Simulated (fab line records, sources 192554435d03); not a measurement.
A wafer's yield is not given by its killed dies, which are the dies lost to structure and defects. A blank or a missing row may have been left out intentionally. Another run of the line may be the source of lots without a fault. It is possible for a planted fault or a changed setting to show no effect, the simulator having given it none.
Split-lot study || flow n5 finfet || route with 1938 steps; 7 lots, 21 wafers read

== THE SPLIT ITSELF ==
At N5_BEOL_M9_HM_DEP_02 (deposits TiN, target thk 20 nm), the setting target thk a was moved away from the recipe's 200 angstrom on 7 of the 21 wafers read, by -9.4% to +4.8%. For the rest of the wafers, this setting stayed at what the recipe calls for.

== FROM THE SPLIT TO THE READING: what the file shows between them, 5 steps ==
- N5_BEOL_M9_COAT_59: time 60 s, resist thk 100 nm
- N5_BEOL_M9_COAT_60: time 60 s, resist thk 30 nm
- N5_BEOL_M9_STRIP_68: strips in N2/H2
- N5_BEOL_M9_STRIP_67: strips in CF4
- N5_BEOL_M9_HM_OPEN_17: chemistry Cl2/BCl3, target TiN, target depth 20 nm, overetch 6 nm

== THE READING ==
TiN_of_BEOL_M9_HM_DEP_02.thk nm (the simulator's own value, which no gauge read), in nm, at N5_BEOL_M9_TRENCH_ETCH_37 (etches SiCOH lowk in C4F6/O2, target depth 151.43 nm, time 49 s). The file gives no usual value for it. Across the 14 wafers here that went through the recipe, the average is 15.7 nm and the standard deviation 0.35 nm.

{"wafer": "L076.1", "tool, chamber at the split": "pvd sputter-03, -", "target thk a as run, angstrom": 200, "against the recipe": "recipe", "TiN_of_BEOL_M9_HM_DEP_02.thk nm, nm": 16, "against lot-mates on the recipe": "-"}
{"wafer": "L076.4", "tool, chamber at the split": "pvd sputter-03, -", "target thk a as run, angstrom": 200, "against the recipe": "recipe", "TiN_of_BEOL_M9_HM_DEP_02.thk nm, nm": 15.6, "against lot-mates on the recipe": "-"}
{"wafer": "L076.5", "tool, chamber at the split": "pvd sputter-03, -", "target thk a as run, angstrom": 200, "against the recipe": "recipe", "TiN_of_BEOL_M9_HM_DEP_02.thk nm, nm": 15.6, "against lot-mates on the recipe": "-"}
{"wafer": "L080.4", "tool, chamber at the split": "pvd sputter-02, -", "target thk a as run, angstrom": 200, "against the recipe": "recipe", "TiN_of_BEOL_M9_HM_DEP_02.thk nm, nm": 16, "against lot-mates on the recipe": "-"}
{"wafer": "L080.5", "tool, chamber at the split": "pvd sputter-02, -", "target thk a as run, angstrom": 200, "against the recipe": "recipe", "TiN_of_BEOL_M9_HM_DEP_02.thk nm, nm": 15.8, "against lot-mates on the recipe": "-"}
{"wafer": "L080.6", "tool, chamber at the split": "pvd sputter-02, -", "target thk a as run, angstrom": 200, "against the recipe": "recipe", "TiN_of_BEOL_M9_HM_DEP_02.thk nm, nm": 15.8, "against lot-mates on the recipe": "-"}
{"wafer": "L079.3", "tool, chamber at the split": "pvd sputter-02, -", "target thk a as run, angstrom": 181.2, "against the recipe": "-9.4%", "TiN_of_BEOL_M9_HM_DEP_02.thk nm, nm": 14.2, "against lot-mates on the recipe": -1.8}
{"wafer": "L079.4", "tool, chamber at the split": "pvd sputter-02, -", "target thk a as run, angstrom": 181.2, "against the recipe": "-9.4%", "TiN_of_BEOL_M9_HM_DEP_02.thk nm, nm": 14, "against lot-mates on the recipe": -2.0}
{"wafer": "L079.6", "tool, chamber at the split": "pvd sputter-02, -", "target thk a as run, angstrom": 200, "against the recipe": "recipe", "TiN_of_BEOL_M9_HM_DEP_02.thk nm, nm": 16, "against lot-mates on the recipe": "-"}
{"wafer": "L084.1", "tool, chamber at the split": "pvd sputter-02, -", "target thk a as run, angstrom": 189.7, "against the recipe": "-5.2%", "TiN_of_BEOL_M9_HM_DEP_02.thk nm, nm": 14, "against lot-mates on the recipe": -1.3}
{"wafer": "L084.4", "tool, chamber at the split": "pvd sputter-02, -", "target thk a as run, angstrom": 200, "against the recipe": "recipe", "TiN_of_BEOL_M9_HM_DEP_02.thk nm, nm": 15, "against lot-mates on the recipe": "-"}
{"wafer": "L084.5", "tool, chamber at the split": "pvd sputter-02, -", "target thk a as run, angstrom": 200, "against the recipe": "recipe", "TiN_of_BEOL_M9_HM_DEP_02.thk nm, nm": 15.6, "against lot-mates on the recipe": "-"}
{"wafer": "L090.1", "tool, chamber at the split": "pvd sputter-03, -", "target thk a as run, angstrom": 200, "against the recipe": "recipe", "TiN_of_BEOL_M9_HM_DEP_02.thk nm, nm": 15.4, "against lot-mates on the recipe": "-"}
{"wafer": "L090.2", "tool, chamber at the split": "pvd sputter-03, -", "target thk a as run, angstrom": 200, "against the recipe": "recipe", "TiN_of_BEOL_M9_HM_DEP_02.thk nm, nm": 15.6, "against lot-mates on the recipe": "-"}
{"wafer": "L090.4", "tool, chamber at the split": "pvd sputter-03, -", "target thk a as run, angstrom": 200, "against the recipe": "recipe", "TiN_of_BEOL_M9_HM_DEP_02.thk nm, nm": 15.2, "against lot-mates on the recipe": "-"}
{"wafer": "L095.1", "tool, chamber at the split": "pvd sputter-02, -", "target thk a as run, angstrom": 189.4, "against the recipe": "-5.3%", "TiN_of_BEOL_M9_HM_DEP_02.thk nm, nm": 15, "against lot-mates on the recipe": -1.4}
{"wafer": "L095.2", "tool, chamber at the split": "pvd sputter-02, -", "target thk a as run, angstrom": 200, "against the recipe": "recipe", "TiN_of_BEOL_M9_HM_DEP_02.thk nm, nm": 16.4, "against lot-mates on the recipe": "-"}
{"wafer": "L095.4", "tool, chamber at the split": "pvd sputter-02, -", "target thk a as run, angstrom": 189.4, "against the recipe": "-5.3%", "TiN_of_BEOL_M9_HM_DEP_02.thk nm, nm": 14.8, "against lot-mates on the recipe": -1.6}
{"wafer": "L097.1", "tool, chamber at the split": "pvd sputter-01, -", "target thk a as run, angstrom": 209.5, "against the recipe": "+4.8%", "TiN_of_BEOL_M9_HM_DEP_02.thk nm, nm": 17, "against lot-mates on the recipe": "+1.0"}
{"wafer": "L097.5", "tool, chamber at the split": "pvd sputter-01, -", "target thk a as run, angstrom": 200, "against the recipe": "recipe", "TiN_of_BEOL_M9_HM_DEP_02.thk nm, nm": 16, "against lot-mates on the recipe": "-"}
{"wafer": "L097.6", "tool, chamber at the split": "pvd sputter-01, -", "target thk a as run, angstrom": 209.5, "against the recipe": "+4.8%", "TiN_of_BEOL_M9_HM_DEP_02.thk nm, nm": 17.2, "against lot-mates on the recipe": "+1.2"}

FIT RESULTS
A straight line over all 21 wafers: TiN_of_BEOL_M9_HM_DEP_02.thk nm changes by +0.205 nm for each +1% of target thk a; r = +0.90; the points scatter about the line by 0.39 nm.
The same after taking each lot's own level away (the mean of its wafers on the recipe; 21 wafers): +0.225 nm for each +1%; r = +0.97; scatter 0.2 nm.
Per that fit: largest target thk a move, reading shift of 2.1 nm.
From 15.30 to 16.40 nm: that is the span of the lots' own levels, equal to 3.1 times the standard deviation above.
Consequently the slope shifts little with the lot-to-lot level, the two slopes agreeing.
Check: for one of the wafers moved furthest among these (-9.4%), held out of the fit, the line's prediction against its lot-mates is -2.26 nm. Against them it came out at -1.8 nm.

== THE WHOLE CHAIN: every reading that the file lists as answering this split, in the file's order ==
{"step": "N5_BEOL_M9_HM_DEP_02", "what it does": "deposits TiN, target thk 20 nm", "reading": "TiN_of_BEOL_M9_HM_DEP_02.thk nm (the simulator's own value, which no gauge read)", "change (the file's fit)": "+0.197 nm for each +1% of the setting", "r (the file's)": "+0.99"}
{"step": "N5_BEOL_M9_HM_OPEN_17", "what it does": "chemistry Cl2/BCl3, target TiN, target depth 20 nm, overetch 6 nm", "reading": "etch.depth nm (the simulator's own value, which no gauge read)", "change (the file's fit)": "+0.205 nm for each +1% of the setting", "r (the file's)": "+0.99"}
{"step": "N5_BEOL_M9_TRENCH_ETCH_37", "what it does": "etches SiCOH lowk in C4F6/O2, target depth 151.43 nm, time 49 s", "reading": "TiN_of_BEOL_M9_HM_DEP_02.thk nm (the simulator's own value, which no gauge read)", "change (the file's fit)": "+0.228 nm for each +1% of the setting", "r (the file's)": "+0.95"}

== FILE'S OWN FIT ==
TiN_of_BEOL_M9_HM_DEP_02.thk nm changes by +0.228 nm for each +1% of target thk a, r = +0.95.
